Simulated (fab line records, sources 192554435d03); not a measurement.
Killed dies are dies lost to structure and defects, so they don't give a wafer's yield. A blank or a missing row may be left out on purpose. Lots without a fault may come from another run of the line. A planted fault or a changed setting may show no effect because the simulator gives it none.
Split-lot experiment | flow n5_finfet | 7 lots, 21 wafers read, on a route of 1938 steps

THE SPLIT
At N5_SDB_COAT_05 (resist thk 90 nm), the setting spin_rpm was moved away from the recipe's 1500 rpm on 8 of the 21 wafers read, by -11.1% to +6.6%. The other wafers ran this setting at the recipe's value.

FROM THE SPLIT TO THE READING: what the file shows between them, 5 steps
- N5_SDB_EBR_07
- N5_SDB_SOFTBAKE_06: time 60 s
- N5_SDB_EXPOSE_08: exposes mask SDB
- N5_SDB_PEB_09: peb time 60 s
- N5_SDB_DEVELOP_10: develop time 30 s

THE READING
CAR-ArF_of_SDB_COAT_05.thk_nm (the simulator's own value, which no gauge read), in nm, at N5_SDB_DESCUM_16 (chemistry O2, time 7.9 s). The file gives no usual value for it. The 13 wafers here that ran the recipe average 83.6 nm, standard deviation 0.15 nm.

wafer  | tool, chamber at the split | spin_rpm as run, rpm | against the recipe | CAR-ArF_of_SDB_COAT_05.thk_nm, nm | against lot-mates on the recipe
L079.1 | litho_track-01, 0          | 1500                 | recipe             | 83.4                              | -
L079.5 | litho_track-01, 0          | 1500                 | recipe             | 83.4                              | -
L079.2 | litho_track-01, 0          | 1401                 | -6.6%              | 86.4                              | +3.0
L081.2 | litho_track-04, 0          | 1500                 | recipe             | 83.8                              | -
L081.3 | litho_track-04, 0          | 1500                 | recipe             | 83.8                              | -
L081.6 | litho_track-04, 0          | 1500                 | recipe             | 83.6                              | -
L083.4 | litho_track-04, 0          | 1500                 | recipe             | 83.6                              | -
L083.5 | litho_track-04, 0          | 1500                 | recipe             | 83.6                              | -
L083.6 | litho_track-04, 0          | 1334                 | -11.1%             | 89                                | +5.4
L089.1 | litho_track-01, 0          | 1361                 | -9.3%              | 87.6                              | +4.1
L089.4 | litho_track-01, 0          | 1500                 | recipe             | 83.6                              | -
L089.6 | litho_track-01, 0          | 1500                 | recipe             | 83.4                              | -
L091.1 | litho_track-01, 0          | 1500                 | recipe             | 83.6                              | -
L091.3 | litho_track-01, 0          | 1599                 | +6.6%              | 80.8                              | -2.8
L091.4 | litho_track-01, 0          | 1599                 | +6.6%              | 80.4                              | -3.2
L094.1 | litho_track-01, 0          | 1500                 | recipe             | 83.8                              | -
L094.6 | litho_track-01, 0          | 1500                 | recipe             | 83.8                              | -
L094.4 | litho_track-01, 0          | 1376                 | -8.3%              | 87.6                              | +3.8
L095.1 | litho_track-03, 0          | 1430                 | -4.7%              | 85.8                              | +2.0
L095.3 | litho_track-03, 0          | 1500                 | recipe             | 83.8                              | -
L095.6 | litho_track-03, 0          | 1430                 | -4.7%              | 86                                | +2.2

THE FIT
A straight line over all 21 wafers: CAR-ArF_of_SDB_COAT_05.thk_nm changes by -0.462 nm for each +1% of spin_rpm; r = -1.00; the points scatter about the line by 0.19 nm.
The same after taking each lot's own level away (the mean of its wafers on the recipe; 21 wafers): -0.462 nm for each +1%; r = -1.00; scatter 0.12 nm.
On that fit, the largest move of spin_rpm shifts the reading by 5.1 nm.
The lots' own levels span 83.40 to 83.80 nm, that is 2.6 times the standard deviation above.
So the lot-to-lot level changes the slope little: the two slopes agree.
Check: with one of the wafers moved furthest among these (-11.1%) left out of the fit, the line predicts +5 nm for it against its lot-mates. It came out at +5.4 nm against them.

OTHER SPLITS ON THESE WAFERS
These wafers also went through other splits before the reading. Each is held against what the fit with the lots' levels taken away leaves over:
other split on the same wafers        | wafers away from the commonest value | r with CAR-ArF_of_SDB_COAT_05.thk_nm (lot level and that fit taken away)
N5_SD_EPI_N_DEVELOP_08 develop_time_s | 5                                    | +0.25
N5_SD_EPI_N_EPI_21 time_s             | 6                                    | -0.36

THE WHOLE CHAIN: every reading that the file lists as answering this split, in the file's order
step              | what it does             | reading                                                                        | change (the file's fit)               | r (the file's)
N5_SDB_COAT_05    | resist thk 90 nm         | CAR-ArF_of_SDB_COAT_05.thk_nm (the simulator's own value, which no gauge read) | -0.478 nm for each +1% of the setting | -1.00
N5_SDB_DEVELOP_10 | develop time 30 s        | CAR-ArF_of_SDB_COAT_05.thk_nm (the simulator's own value, which no gauge read) | -0.467 nm for each +1% of the setting | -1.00
N5_SDB_DESCUM_16  | chemistry O2, time 7.9 s | CAR-ArF_of_SDB_COAT_05.thk_nm (the simulator's own value, which no gauge read) | -0.463 nm for each +1% of the setting | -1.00

THE FILE'S OWN FIT
CAR-ArF_of_SDB_COAT_05.thk_nm changes by -0.463 nm for each +1% of spin_rpm, r = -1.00.
